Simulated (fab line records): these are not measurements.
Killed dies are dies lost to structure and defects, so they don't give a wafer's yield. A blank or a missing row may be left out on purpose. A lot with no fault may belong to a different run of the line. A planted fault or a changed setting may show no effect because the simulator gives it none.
fab line records | flow nand-harc
record: lots: 13 | wafers: 39 | last-day: 24
route steps=1159 shown A_STAIRCASE@650 THIN_TSV@1102 END@1159
lots that met no fault: from a run of the same line without faults
start-h: the number of hours between the record's first day and the start of the first shown wafer of the lot | wait-h: hours elapsed since this lot's preceding step | " unchanged from the row above | L1.1+2: a single row standing in for several wafers | - no value present, or no start provided | * or withheld: withheld | < > ~ a bound
route shown NAME@n: names a module that has steps shown in the file, with the first one's number in the route | usual: mean and standard deviation over wafers with no fault | same: alike in all rows | chamber/n: place in a boat | sites: each site's reading | _std_site: the values' standard deviation | _edge_site: mean of outer sites minus mean of inner sites | radius-mm: for every site, how far away it sits from the centre of the wafer | mask NAME#n: copy n | behind: the tool/chamber that last shaped the wafer | hold: reason for holding the lot/hours on hold/outcome of the hold | device: the transistor (n, p or np) that didn't switch | end of line: the route-end tests of the same wafers | for a step that has no rows: nothing shown but its recipe | killed: not the wafer's yield, but the dies lost to structure and defects at the first sort | map: dies across one wafer; x = killed, . = not, _ = none there
set.NAME: the run value of the setting; set.NAME@STEP: its run value at that earlier step | model.NAME: the simulator's own value behind a step, which no gauge read
route steps across a sampled set of lots; one table per step, one row per wafer
services: from which hour (start-h, from the record's first day; less than 0 if before it) a tool's chamber was out of use, for how many hours, and why
== steps ==
step: NHARC_A_STAIRCASE_PRECLEAN_256
recipe: time-s: * | temp-c: 50 | bath-age-min: 0 | chemistry: SC1
lot.wafer  | tool         | chamber | start-h | wait-h
L463.3+1+4 | wet-bench-05 | 5,6,1   | 240.95  | -
L464.4+5+3 | wet-bench-05 | 6,0,1   | 252.94  | -
L465.1+2+6 | wet-bench-02 | 7,0,2   | 253.54  | -
L467.6+1+3 | wet-bench-05 | 7,0,2   | 263.42  | -
L466.1+2+4 | wet-bench-06 | 3,4,5   | 264.18  | -
L468.3+1+5 | wet-bench-06 | 6,7,2   | 275.30  | -
L470.4+2+3 | wet-bench-05 | 0,2,5   | 284.50  | -
L473.3+4+5 | wet-bench-06 | 2,3,4   | 300.06  | -
L476.3+5+2 | wet-bench-02 | 5,6,7   | 325.36  | -
L474.5+3+4 | wet-bench-02 | 1,2,3   | 332.87  | -
L480.6+1+2 | wet-bench-02 | 0,2,4   | 350.55  | -
L486.1+2+5 | wet-bench-02 | 5,6,7   | 373.57  | -
L484.4+1+6 | wet-bench-02 | 1,2,4   | 387.98  | -
step: NHARC_THIN_TSV_CMP_01
recipe: target-thk-um: 3
usual: motor-current-A: 11.6/1.1
lot.wafer | tool   | chamber | start-h | wait-h | motor-current-A
L465.1    | cmp-03 | 3       | 430.15  | 1.0    | 12.1
L465.2    | "      | 2       | "       | "      | 13.5
L465.6    | "      | 0       | "       | "      | 10.1
L463.4    | cmp-03 | 1       | 432.56  | 0.4    | 10.6
L463.1    | "      | 2       | "       | "      | 14.6
L463.3    | "      | 0       | "       | "      | 10.7
L464.4    | cmp-01 | 1       | 434.98  | 0.4    | 12.5
L464.3    | "      | 3       | "       | "      | 12.2
L464.5    | "      | 1       | "       | "      | 12.4
L466.4    | cmp-01 | 0       | 436.16  | 0.4    | 11.9
L466.1    | "      | 2       | "       | "      | 11.6
L466.2    | "      | 3       | "       | "      | 11.4
L467.1    | cmp-01 | 3       | 437.82  | 1.1    | 11.6
L467.3    | "      | 0       | "       | "      | 11.2
L467.6    | "      | 3       | "       | "      | 12.2
L468.1    | cmp-02 | 2       | 451.07  | 1.0    | 10.9
L468.3    | "      | 3       | "       | "      | 10.2
L468.5    | "      | 2       | "       | "      | 11.2
L470.2    | cmp-03 | 2       | 457.16  | 0.8    | 13.4
L470.4    | "      | 3       | "       | "      | 12.6
L470.3    | "      | 0       | "       | "      | 10.9
L473.4    | cmp-03 | 0       | 483.19  | 0.5    | 10.6
L473.3    | "      | 2       | "       | "      | 13.4
L473.5    | "      | 3       | "       | "      | 12.6
L476.3    | cmp-02 | 2       | 488.95  | 0.6    | 11.4
L476.2    | "      | 0       | "       | "      | 12.9
L476.5    | "      | 2       | "       | "      | 10.9
L474.3    | cmp-02 | 3       | 506.85  | 0.7    | 10.2
L474.4    | "      | 1       | "       | "      | 12.2
L474.5    | "      | 3       | "       | "      | 9.9
L480.1    | cmp-01 | 1       | 532.61  | 1.0    | 12.7
L480.2    | "      | 3       | "       | "      | 12.4
L480.6    | "      | 1       | "       | "      | 11.7
L486.2    | cmp-02 | 1       | 547.48  | 0.8    | 12.1
L486.1    | "      | 2       | "       | "      | 11.2
L486.5    | "      | 2       | "       | "      | 11.0
L484.1    | cmp-02 | 0       | 548.73  | 1.1    | 12.7
L484.4    | "      | 1       | "       | "      | 12.4
L484.6    | "      | 3       | "       | "      | 10.4
step: NHARC_THIN_TSV_DESCUM_14
recipe: time-s: 3 | o2-flow-sccm: 200 | ar-flow-sccm: 0 | bias-power-w: 0 | chemistry: O2
usual: drypump-motor-current-A: 5.7/0.38 | oes-product-au: 0.999/0.0089 | rf-vpp-V: 57.8/0.91 | showerhead-plenum-p-Torr: 1.91/0.085 | throttle-valve-pct: 11.311/0.0093
same: bias-power-w: 0
lot.wafer | tool        | chamber | start-h | wait-h | drypump-motor-current-A | oes-product-au | rf-hours-counter-h | rf-vpp-V | showerhead-plenum-p-Torr | throttle-valve-pct
L465.2    | rie-diel-10 | 0       | 431.64  | -      | 5.2                     | 1.003          | 6                  | 56.2     | 2.04                     | 11.296
L465.1    | "           | 1       | "       | "      | 5.4                     | 0.996          | 4                  | 56.9     | 2.05                     | 11.329
L465.6    | "           | 0       | "       | "      | 5.2                     | 0.998          | -                  | 59.4     | 2.04                     | 11.311
L463.3    | rie-diel-10 | 0       | 434.10  | -      | 5.3                     | 1.007          | 6                  | 59.2     | 2.04                     | 11.305
L463.1    | "           | 1       | "       | "      | 5.4                     | 1.006          | 4                  | 57.6     | 2.05                     | 11.311
L463.4    | "           | 2       | "       | "      | 5.4                     | 0.994          | 6                  | 57.6     | 1.83                     | 11.316
L464.3    | rie-diel-04 | 1       | 436.44  | -      | 6.1                     | 1.014          | 9                  | 58.7     | 1.93                     | 11.308
L464.5    | "           | 0       | "       | "      | 5.7                     | 1.004          | -                  | 57.2     | 1.87                     | 11.307
L464.4    | "           | 1       | "       | "      | 6.1                     | 1.012          | -                  | 57.8     | 1.93                     | 11.310
L466.2    | rie-diel-04 | 1       | 437.65  | -      | 6.2                     | 1.000          | 9                  | 59.4     | 1.93                     | 11.318
L466.1    | "           | 3       | "       | "      | 5.4                     | 0.999          | 10                 | 57.6     | 1.81                     | 11.330
L466.4    | "           | 1       | "       | "      | 6.2                     | 1.012          | -                  | 57.3     | 1.92                     | 11.314
L467.1    | rie-diel-10 | 3       | 439.30  | -      | 5.6                     | 0.999          | 8                  | 58.1     | 1.84                     | 11.317
L467.3    | "           | 1       | "       | "      | 5.4                     | 1.010          | 5                  | 57.5     | 2.05                     | 11.293
L467.6    | "           | 2       | "       | "      | 5.4                     | 1.002          | -                  | 59.5     | 1.83                     | 11.313
L468.3    | rie-diel-11 | 2       | 452.43  | -      | 5.8                     | 0.994          | 8                  | 58.2     | 1.97                     | 11.296
L468.1    | "           | 0       | "       | "      | 6.6                     | 0.995          | 10                 | 58.1     | 1.80                     | 11.309
L468.5    | "           | 3       | "       | "      | 5.8                     | 0.989          | -                  | 57.0     | 1.94                     | 11.319
L470.4    | rie-diel-04 | 0       | 458.61  | -      | 5.7                     | 1.001          | 10                 | 58.8     | 1.86                     | 11.309
L470.3    | "           | 1       | "       | "      | 6.1                     | 0.998          | 11                 | 57.8     | 1.92                     | 11.297
L470.2    | "           | 3       | "       | "      | 5.4                     | 0.974          | 12                 | 59.0     | 1.80                     | 11.316
L473.3    | rie-diel-11 | 1       | 484.69  | -      | 5.7                     | 0.995          | 9                  | 59.2     | 1.92                     | 11.305
L473.4    | "           | 2       | "       | "      | 5.8                     | 0.999          | 11                 | 58.3     | 1.97                     | 11.299
L473.5    | "           | 3       | "       | "      | 5.8                     | 0.987          | -                  | 58.7     | 1.94                     | 11.289
L476.3    | rie-diel-10 | 3       | 490.43  | -      | 5.6                     | 1.006          | 11                 | 57.5     | 1.84                     | 11.321
L476.2    | "           | 2       | "       | "      | 5.4                     | 1.002          | 9                  | 57.4     | 1.83                     | 11.312
L476.5    | "           | 3       | "       | "      | 5.6                     | 1.000          | -                  | 56.8     | 1.84                     | 11.303
L474.3    | rie-diel-11 | 1       | 508.30  | -      | 5.7                     | 0.990          | 12                 | 56.8     | 1.92                     | 11.326
L474.4    | "           | 3       | "       | "      | 5.8                     | 0.991          | 16                 | 57.8     | 1.94                     | 11.307
L474.5    | "           | 0       | "       | "      | 6.6                     | 0.998          | -                  | 57.3     | 1.80                     | 11.320
L480.1    | rie-diel-11 | 1       | 533.97  | -      | 5.7                     | 1.000          | 15                 | 59.8     | 1.92                     | 11.306
L480.2    | "           | 3       | "       | "      | 5.8                     | 0.985          | 18                 | 57.6     | 1.94                     | 11.304
L480.6    | "           | 1       | "       | "      | 5.7                     | 1.007          | -                  | 57.6     | 1.92                     | 11.326
L486.2    | rie-diel-10 | 0       | 548.83  | -      | 5.2                     | 0.999          | 1                  | 57.0     | 2.04                     | 11.308
L486.1    | "           | 1       | "       | "      | 5.4                     | 1.006          | 1                  | 57.7     | 2.05                     | 11.327
L486.5    | "           | 0       | "       | "      | 5.3                     | 0.995          | -                  | 57.6     | 2.04                     | 11.298
L484.4    | rie-diel-10 | 2       | 550.04  | -      | 5.4                     | 1.007          | 1                  | 58.0     | 1.83                     | 11.313
L484.1    | "           | 0       | "       | "      | 5.3                     | 1.006          | 1                  | 58.6     | 2.04                     | 11.319
L484.6    | "           | 1       | "       | "      | 5.4                     | 1.012          | -                  | 57.2     | 2.05                     | 11.316
step: NHARC_THIN_TSV_ETCH_44
recipe: target-depth-a: 15942 | time-s: 797.1 | cf4-flow-sccm: 150 | o2-flow-sccm: 10 | ar-flow-sccm: 0 | rf-w: 300 | bias-w: 800 | chemistry: CF4/O2
usual: drypump-motor-current-A: 5.7/0.37 | oes-product-au: 1.001/0.0097 | rf-vpp-V: 794/4.6 | showerhead-plenum-p-Torr: 1.83/0.074 | throttle-valve-pct: 16.913/0.0098
lot.wafer | tool        | chamber | start-h | wait-h | drypump-motor-current-A | oes-product-au | rf-hours-counter-h | rf-vpp-V | showerhead-plenum-p-Torr | throttle-valve-pct
L465.1    | rie-diel-10 | 3       | 431.71  | 0.1    | 5.6                     | 0.999          | 6                  | 791      | 1.77                     | 16.905
L465.2    | "           | 2       | "       | "      | 5.4                     | 1.001          | 5                  | 791      | 1.76                     | 16.914
L465.6    | "           | 3       | "       | "      | 5.6                     | 1.003          | -                  | 790      | 1.77                     | 16.913
L463.3    | rie-diel-10 | 0       | 434.24  | 0.1    | 5.3                     | 0.999          | 6                  | 802      | 1.95                     | 16.908
L463.4    | "           | 1       | "       | "      | 5.4                     | 0.997          | 5                  | 801      | 1.96                     | 16.893
L463.1    | "           | 2       | "       | "      | 5.4                     | 0.991          | 6                  | 792      | 1.76                     | 16.907
L464.3    | rie-diel-04 | 3       | 436.61  | 0.2    | 5.4                     | 1.009          | 10                 | 788      | 1.74                     | 16.907
L464.5    | "           | 3       | "       | "      | 5.3                     | 1.003          | -                  | 787      | 1.74                     | 16.910
L464.4    | "           | 0       | "       | "      | 5.7                     | 1.016          | -                  | 792      | 1.79                     | 16.921
L466.2    | rie-diel-04 | 1       | 437.76  | 0.1    | 6.2                     | 1.001          | 9                  | 796      | 1.84                     | 16.916
L466.4    | "           | 2       | "       | "      | 5.5                     | 1.010          | 8                  | 790      | 1.77                     | 16.903
L466.1    | "           | 0       | "       | "      | 5.8                     | 1.009          | 8                  | 793      | 1.79                     | 16.909
L467.1    | rie-diel-10 | 1       | 439.49  | 0.2    | 5.4                     | 1.004          | 5                  | 801      | 1.95                     | 16.909
L467.3    | "           | 2       | "       | "      | 5.4                     | 1.010          | 6                  | 791      | 1.76                     | 16.902
L467.6    | "           | 3       | "       | "      | 5.5                     | 1.005          | -                  | 790      | 1.77                     | 16.904
L468.3    | rie-diel-11 | 2       | 452.51  | 0.1    | 5.8                     | 1.004          | 8                  | 798      | 1.88                     | 16.909
L468.1    | "           | 1       | "       | "      | 5.7                     | 0.993          | 6                  | 794      | 1.84                     | 16.909
L468.5    | "           | 3       | "       | "      | 5.8                     | 0.988          | -                  | 795      | 1.86                     | 16.927
L470.3    | rie-diel-04 | 1       | 458.69  | 0.1    | 6.2                     | 1.020          | 12                 | 795      | 1.84                     | 16.922
L470.2    | "           | 2       | "       | "      | 5.5                     | 1.023          | 10                 | 789      | 1.77                     | 16.920
L470.4    | "           | 0       | "       | "      | 5.8                     | 1.007          | 10                 | 791      | 1.79                     | 16.933
L473.4    | rie-diel-11 | 1       | 484.76  | 0.1    | 5.7                     | 1.000          | 9                  | 795      | 1.84                     | 16.903
L473.3    | "           | 0       | "       | "      | 6.6                     | 0.993          | 14                 | 787      | 1.73                     | 16.925
L473.5    | "           | 2       | "       | "      | 5.8                     | 0.984          | -                  | 798      | 1.88                     | 16.905
L476.3    | rie-diel-10 | 3       | 490.57  | 0.1    | 5.5                     | 1.003          | 11                 | 791      | 1.77                     | 16.903
L476.2    | "           | 1       | "       | "      | 5.4                     | 0.995          | 8                  | 802      | 1.95                     | 16.922
L476.5    | "           | 3       | "       | "      | 5.6                     | 1.007          | -                  | 792      | 1.77                     | 16.912
L474.4    | rie-diel-11 | 0       | 508.49  | 0.2    | 6.6                     | 1.012          | 16                 | 788      | 1.73                     | 16.900
L474.3    | "           | 1       | "       | "      | 5.7                     | 0.999          | 12                 | 795      | 1.84                     | 16.900
L474.5    | "           | 2       | "       | "      | 5.8                     | 1.004          | -                  | 798      | 1.88                     | 16.912
L480.1    | rie-diel-11 | 3       | 534.05  | 0.1    | 5.8                     | 0.983          | 18                 | 795      | 1.86                     | 16.916
L480.2    | "           | 1       | "       | "      | 5.7                     | 0.982          | 15                 | 794      | 1.84                     | 16.915
L480.6    | "           | 3       | "       | "      | 5.8                     | 0.979          | -                  | 795      | 1.86                     | 16.935
L486.2    | rie-diel-10 | 0       | 548.92  | 0.1    | 5.2                     | 1.005          | 1                  | 800      | 1.95                     | 16.905
L486.1    | "           | 3       | "       | "      | 5.5                     | 1.016          | 1                  | 790      | 1.77                     | 16.908
L486.5    | "           | 0       | "       | "      | 5.3                     | 1.002          | -                  | 800      | 1.95                     | 16.922
L484.1    | rie-diel-10 | 1       | 550.12  | 0.1    | 5.4                     | 1.011          | 1                  | 801      | 1.95                     | 16.902
L484.4    | "           | 2       | "       | "      | 5.4                     | 1.014          | 1                  | 790      | 1.76                     | 16.913
L484.6    | "           | 1       | "       | "      | 5.3                     | 1.007          | -                  | 801      | 1.95                     | 16.914
step: NHARC_END_SORT_01
recipe: temp-c: 25
usual: killed-at-array: 27/11 | killed-at-other: 0.6/0.89 | killed-at-periphery: 3.0/2.4 | killed-dies: 31/12 | killed-open: 3.2/1.6 | killed-short: 2.0/1.5
same: gross-dies: 677
lot.wafer | tool      | chamber | start-h | wait-h | killed-at-array | killed-at-other | killed-at-periphery | killed-dies | killed-open | killed-short
L484.1    | prober-01 | 0       | 563.51  | 2.5    | 86              | 1               | 3                   | 90          | 1           | 2
L484.4    | prober-01 | 0       | 565.91  | 3.4    | 132             | 0               | 7                   | 139         | 2           | 0
L484.6    | prober-01 | 0       | 567.52  | 4.0    | 144             | 2               | 3                   | 149         | 1           | 2
L486.1    | prober-02 | 0       | 563.52  | 2.5    | 140             | 1               | 0                   | 141         | 1           | 1
L486.2    | prober-02 | 0       | 564.31  | 2.8    | 121             | 1               | 4                   | 126         | 4           | 0
L486.5    | prober-02 | 0       | 566.69  | 3.7    | 97              | 0               | 1                   | 98          | 0           | 2
killed by level:class
L484.1 A_STAIRCASE:unspecified=73 A_CHANNEL_HOLE_D1:chamber-film-flake=5 A_CHANNEL_FILL_D1:chamber-film-flake=3 P_GATE:geometric-particle:short=1 A_CHANNEL_FILL_D1:geometric-particle:open=1 A_M1:geometric-particle:short=1 P_GATE:chamber-film-flake=1 P_CONTACT:chamber-film-flake=1
L486.1 A_STAIRCASE:unspecified=110 A_CHANNEL_HOLE_D1:chamber-film-flake=18 A_CONTACT:chamber-film-flake=5 A_STAIRCASE:chamber-film-flake=4 A_CHANNEL_FILL_D1:geometric-particle:short=1 A_M0:geometric-particle:open=1 A_SLIT:chamber-film-flake=1 THIN_TSV:chamber-film-flake=1
L486.2 A_STAIRCASE:unspecified=90 A_CHANNEL_HOLE_D1:chamber-film-flake=22 A_CONTACT:chamber-film-flake=4 A_WL_FILL:geometric-particle:open=2 P_CONTACT:geometric-particle:open=1 A_CONTACT:geometric-particle:open=1 P_STI:chamber-film-flake=1 P_CONTACT:chamber-film-flake=1
L484.4 A_STAIRCASE:unspecified=105 A_SLIT:chamber-film-flake=13 A_CHANNEL_HOLE_D1:chamber-film-flake=6 P_CONTACT:chamber-film-flake=4 A_CONTACT:chamber-film-flake=4 A_STAIRCASE:chamber-film-flake=3 P_CONTACT:geometric-particle:open=1 P_M1:geometric-particle:open=1
L486.5 A_STAIRCASE:unspecified=77 A_CHANNEL_HOLE_D1:chamber-film-flake=13 A_CONTACT:chamber-film-flake=5 A_SOURCE_PLATE:geometric-particle:short=1 A_CHANNEL_HOLE_D1:geometric-particle:short=1 P_BONDPAD:chamber-film-flake=1
L484.6 A_STAIRCASE:unspecified=110 A_SLIT:chamber-film-flake=15 A_CHANNEL_HOLE_D1:chamber-film-flake=11 A_STAIRCASE:chamber-film-flake=3 A_CONTACT:chamber-film-flake=2 THIN_TSV:chamber-film-flake=2 P_M1:geometric-particle:open=1 A_SOURCE_PLATE:geometric-particle:short=1
== services ==
tool         | chamber | start-h | hours | kind
rie-diel-10  | 3       | 217.81  | 6.0   | repair
rie-diel-04  | -       | 261.33  | 1.5   | repair
rie-diel-10  | 1       | 274.73  | 4.9   | repair
rie-diel-11  | 2       | 276.49  | 21.4  | repair
rie-diel-10  | 1       | 288.59  | 3.2   | repair
rie-diel-04  | -       | 288.93  | 9.0   | pm
rie-diel-11  | 0       | 306.13  | 5.5   | repair
rie-diel-11  | 3       | 308.18  | 4.2   | repair
rie-diel-04  | 0       | 322.87  | 10.2  | repair
rie-diel-10  | 3       | 350.81  | 9.0   | repair
rie-diel-10  | -       | 353.50  | 9.0   | pm
wet-bench-02 | -       | 356.00  | 8.0   | pm
rie-diel-11  | -       | 362.85  | 1.0   | repair
rie-diel-11  | -       | 366.50  | 9.0   | pm
rie-diel-10  | 1       | 370.55  | 4.1   | repair
rie-diel-11  | 1       | 388.87  | 23.6  | repair
rie-diel-11  | 2       | 396.24  | 2.6   | repair
rie-diel-11  | -       | 439.17  | 1.7   | repair
rie-diel-10  | -       | 476.85  | 1.0   | repair
rie-diel-10  | 3       | 492.50  | 2.7   | repair
rie-diel-11  | -       | 510.97  | 0.4   | repair
rie-diel-11  | 3       | 514.06  | 3.8   | repair
rie-diel-10  | -       | 530.54  | 9.0   | pm
rie-diel-11  | -       | 543.50  | 9.0   | pm
== key ==
first-sign: step: NHARC_END_SORT_01 | reading: killed-at-array | direction: up | sigmas: 8.5 | usual: 27 | struck: 120
effect: step: NHARC_END_SORT_01 | reading: killed-dies | direction: up | sigmas: 8.1 | usual: 31 | struck: 124
more-kills-born-at: NHARC_A_STAIRCASE_PRECLEAN_256@wet-bench-02: 565
met-at NHARC_A_STAIRCASE_PRECLEAN_256
struck-lots L484,L486
tester-left-out L484,L486
not-acting-at NHARC_THIN_TSV_CMP_01,NHARC_THIN_TSV_DESCUM_14,NHARC_THIN_TSV_ETCH_44
onset-between 350.55 373.57
also-fits time
fault: kind: chamber-particle-source | tool: wet-bench-02 | chamber: - | onset-h: 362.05 | steps: NHARC_A_STAIRCASE_PRECLEAN_256 | rate-per-visit-cm2: 2.2323 | end-h: 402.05
tester-left-out: of these lots the tester's yield and bins aren't shown, on N5 and GAA mostly nor the transistor test; their killed dies are dies lost to structure and defects alone, not to doping, threshold or leakage, so they don't give the yield
